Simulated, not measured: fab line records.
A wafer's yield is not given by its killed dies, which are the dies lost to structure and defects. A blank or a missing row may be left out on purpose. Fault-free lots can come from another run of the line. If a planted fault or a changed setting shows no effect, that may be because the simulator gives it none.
Matching of chambers | flow n5 finfet | N5_BEOL_M7_ETCH_66 on rie diel-01 has 4 sister chambers
The step etches SOC in N2/H2, target depth 80 nm, overetch 16 nm, time 120 s. 16 wafers are shown with their chamber, then 8 later ones without.

EACH WAFER AND ITS CHAMBER
wafer  | chamber | drypump motor current A (A) | showerhead plenum p Torr (Torr) | throttle valve pct (%)
L074.1 | 2       | 6.3                         | 2.46                            | 18.0
L074.3 | 1       | 5.5                         | 2.52                            | 17.9
L074.5 | 1       | 5.5                         | 2.52                            | 17.9
L078.1 | 2       | 6.3                         | 2.45                            | 18.1
L078.4 | 3       | 5.4                         | 2.53                            | 17.9
L078.6 | 1       | 5.5                         | 2.51                            | 17.9
L079.1 | 1       | 5.5                         | 2.51                            | 17.9
L079.2 | 3       | 5.4                         | 2.53                            | 17.9
L079.3 | 2       | 6.3                         | 2.45                            | 18.1
L080.1 | 3       | 5.4                         | 2.53                            | 17.9
L080.5 | 1       | 5.4                         | 2.51                            | 17.9
L080.6 | 3       | 5.4                         | 2.53                            | 17.9
L083.1 | 1       | 5.5                         | 2.51                            | 18.0
L083.2 | 0       | 5.7                         | 2.50                            | 17.7
L083.5 | 0       | 5.7                         | 2.50                            | 17.7
L094.2 | 3       | 5.4                         | 2.51                            | 17.9

SIGNATURES, as means of the wafers listed above
reading                  | chamber 0 | chamber 1 | chamber 2 | chamber 3 | scatter within a chamber
drypump motor current A  | 5.700     | 5.483     | 6.300     | 5.400     | 0.0264
showerhead plenum p Torr | 2.5000    | 2.5133    | 2.4533    | 2.5260    | 0.00658
throttle valve pct       | 17.700    | 17.917    | 18.067    | 17.900    | 0.0354
Rule: for a wafer and a chamber, the distance is found by dividing, reading by reading, the gap between the wafer's reading and the chamber's mean by the reading's scatter, squaring, summing and taking the root. If the next closest chamber is less than 2 further off than the closest, the wafer can't be placed; otherwise it belongs to the closest. The scatter: the root of (the sum of the squares of (reading less its chamber's mean) over the shown wafers, divided by (wafers less chambers)).

WAFERS WHOSE CHAMBER IS MISSING
wafer  | drypump motor current A (A) | showerhead plenum p Torr (Torr) | throttle valve pct (%)
L094.3 | 5.6                         | 2.50                            | 17.2
L094.5 | 6.3                         | 2.44                            | 18.1
L096.2 | 5.4                         | 2.51                            | 18.0
L096.3 | 5.5                         | 2.50                            | 18.0
L096.6 | 5.5                         | 2.50                            | 18.0
L097.1 | 6.2                         | 2.44                            | 18.1
L097.3 | 5.7                         | 2.50                            | 17.2
L097.6 | 5.7                         | 2.49                            | 17.2

EACH ONE'S CHAMBER
wafer  | from the rows above     | in truth
L094.3 | 0                       | 0
L094.5 | 2                       | 2
L096.2 | can't be placed: 3 or 1 | 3
L096.3 | 1                       | 1
L096.6 | 1                       | 1
L097.1 | 2                       | 2
L097.3 | 0                       | 0
L097.6 | 0                       | 0
Correct placement for 7 of the 8. Unplaceable from these rows: 1, with the true chamber sitting among the candidates in 1. Number placed wrongly: 0.
